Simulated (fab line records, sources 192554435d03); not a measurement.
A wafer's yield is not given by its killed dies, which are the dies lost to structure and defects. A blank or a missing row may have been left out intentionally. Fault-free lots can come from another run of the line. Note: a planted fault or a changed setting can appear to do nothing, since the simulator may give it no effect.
Matching of chambers :: flow n5Finfet :: rieDiel-03 running N5_FIN_SAQP_ETCH_52: 4 sister chambers
The step etches SOC in N2/H2, target depth 100 nm, overetch 20 nm, time 150 s. 20 wafers are shown with their chamber, then 10 later ones without.

== WAFERS WITH THEIR CHAMBER ==
wafer: L074.1
chamber: 3
showerheadPlenumPTorr (Torr): 2.63
throttleValvePct (%): 17.80
drypumpMotorCurrentA (A): 5.6

wafer: L074.4
chamber: 2
showerheadPlenumPTorr (Torr): 2.54
throttleValvePct (%): 17.58
drypumpMotorCurrentA (A): 5.6

wafer: L074.6
chamber: 3
showerheadPlenumPTorr (Torr): 2.63
throttleValvePct (%): 17.78
drypumpMotorCurrentA (A): 5.6

wafer: L075.2
chamber: 3
showerheadPlenumPTorr (Torr): 2.63
throttleValvePct (%): 17.79
drypumpMotorCurrentA (A): 5.5

wafer: L075.3
chamber: 0
showerheadPlenumPTorr (Torr): 2.37
throttleValvePct (%): 18.00
drypumpMotorCurrentA (A): 5.8

wafer: L075.5
chamber: 1
showerheadPlenumPTorr (Torr): 2.63
throttleValvePct (%): 17.87
drypumpMotorCurrentA (A): 5.8

wafer: L076.1
chamber: 2
showerheadPlenumPTorr (Torr): 2.54
throttleValvePct (%): 17.60
drypumpMotorCurrentA (A): 5.6

wafer: L076.2
chamber: 3
showerheadPlenumPTorr (Torr): 2.63
throttleValvePct (%): 17.80
drypumpMotorCurrentA (A): 5.5

wafer: L076.4
chamber: 1
showerheadPlenumPTorr (Torr): 2.62
throttleValvePct (%): 17.86
drypumpMotorCurrentA (A): 5.8

wafer: L080.1
chamber: 3
showerheadPlenumPTorr (Torr): 2.62
throttleValvePct (%): 17.81
drypumpMotorCurrentA (A): 5.5

wafer: L080.3
chamber: 1
showerheadPlenumPTorr (Torr): 2.62
throttleValvePct (%): 17.87
drypumpMotorCurrentA (A): 5.8

wafer: L080.6
chamber: 0
showerheadPlenumPTorr (Torr): 2.37
throttleValvePct (%): 18.01
drypumpMotorCurrentA (A): 5.7

wafer: L083.1
chamber: 2
showerheadPlenumPTorr (Torr): 2.53
throttleValvePct (%): 17.60
drypumpMotorCurrentA (A): 5.6

wafer: L083.3
chamber: 3
showerheadPlenumPTorr (Torr): 2.62
throttleValvePct (%): 17.81
drypumpMotorCurrentA (A): 5.5

wafer: L083.5
chamber: 1
showerheadPlenumPTorr (Torr): 2.62
throttleValvePct (%): 17.89
drypumpMotorCurrentA (A): 5.8

wafer: L087.4
chamber: 2
showerheadPlenumPTorr (Torr): 2.53
throttleValvePct (%): 17.63
drypumpMotorCurrentA (A): 5.6

wafer: L087.5
chamber: 3
showerheadPlenumPTorr (Torr): 2.62
throttleValvePct (%): 17.83
drypumpMotorCurrentA (A): 5.5

wafer: L087.6
chamber: 2
showerheadPlenumPTorr (Torr): 2.53
throttleValvePct (%): 17.63
drypumpMotorCurrentA (A): 5.6

wafer: L088.1
chamber: 1
showerheadPlenumPTorr (Torr): 2.61
throttleValvePct (%): 17.90
drypumpMotorCurrentA (A): 5.8

wafer: L088.2
chamber: 2
showerheadPlenumPTorr (Torr): 2.53
throttleValvePct (%): 17.62
drypumpMotorCurrentA (A): 5.6

SIGNATURES (means of the wafers above)
reading: showerheadPlenumPTorr
chamber 0: 2.3700
chamber 1: 2.6200
chamber 2: 2.5333
chamber 3: 2.6257
scatter within a chamber: 0.00562

reading: throttleValvePct
chamber 0: 18.0050
chamber 1: 17.8780
chamber 2: 17.6100
chamber 3: 17.8029
scatter within a chamber: 0.0171

reading: drypumpMotorCurrentA
chamber 0: 5.750
chamber 1: 5.800
chamber 2: 5.600
chamber 3: 5.529
scatter within a chamber: 0.0347
Rule: for each reading, subtract the chamber's mean from the wafer's reading, divide by that reading's scatter and square the result; add these up over the readings and take the root, which gives the wafer's distance from the chamber. If the next closest chamber is less than 2 further off than the closest, the wafer can't be placed; otherwise it belongs to the closest. The scatter: take each reading less its chamber's mean, square it, sum over the shown wafers, divide by the number of wafers less the number of chambers, and take the root.

== WAFERS WITH NO CHAMBER GIVEN ==
wafer: L088.4
showerheadPlenumPTorr (Torr): 2.62
throttleValvePct (%): 17.84
drypumpMotorCurrentA (A): 5.5

wafer: L092.1
showerheadPlenumPTorr (Torr): 2.36
throttleValvePct (%): 18.06
drypumpMotorCurrentA (A): 5.7

wafer: L092.2
showerheadPlenumPTorr (Torr): 2.61
throttleValvePct (%): 17.93
drypumpMotorCurrentA (A): 5.8

wafer: L092.3
showerheadPlenumPTorr (Torr): 2.61
throttleValvePct (%): 17.85
drypumpMotorCurrentA (A): 5.5

wafer: L094.2
showerheadPlenumPTorr (Torr): 2.61
throttleValvePct (%): 17.87
drypumpMotorCurrentA (A): 5.5

wafer: L094.3
showerheadPlenumPTorr (Torr): 2.61
throttleValvePct (%): 17.93
drypumpMotorCurrentA (A): 5.8

wafer: L094.4
showerheadPlenumPTorr (Torr): 2.52
throttleValvePct (%): 17.67
drypumpMotorCurrentA (A): 5.6

wafer: L097.3
showerheadPlenumPTorr (Torr): 2.61
throttleValvePct (%): 17.87
drypumpMotorCurrentA (A): 5.6

wafer: L097.4
showerheadPlenumPTorr (Torr): 2.52
throttleValvePct (%): 17.68
drypumpMotorCurrentA (A): 5.6

wafer: L097.5
showerheadPlenumPTorr (Torr): 2.35
throttleValvePct (%): 18.09
drypumpMotorCurrentA (A): 5.7

== CHAMBER TAKEN BY EACH ==
wafer: L088.4
from the rows above: 3
in truth: 3

wafer: L092.1
from the rows above: 0
in truth: 0

wafer: L092.2
from the rows above: 1
in truth: 1

wafer: L092.3
from the rows above: 3
in truth: 3

wafer: L094.2
from the rows above: 3
in truth: 3

wafer: L094.3
from the rows above: 1
in truth: 1

wafer: L094.4
from the rows above: 2
in truth: 2

wafer: L097.3
from the rows above: can't be placed: 3 or 1
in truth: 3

wafer: L097.4
from the rows above: 2
in truth: 2

wafer: L097.5
from the rows above: 0
in truth: 0
Correctly placed: 9 of 10. From these rows, 1 cannot be placed; in 1 the true chamber is one of the candidates. Placed wrongly: 0.
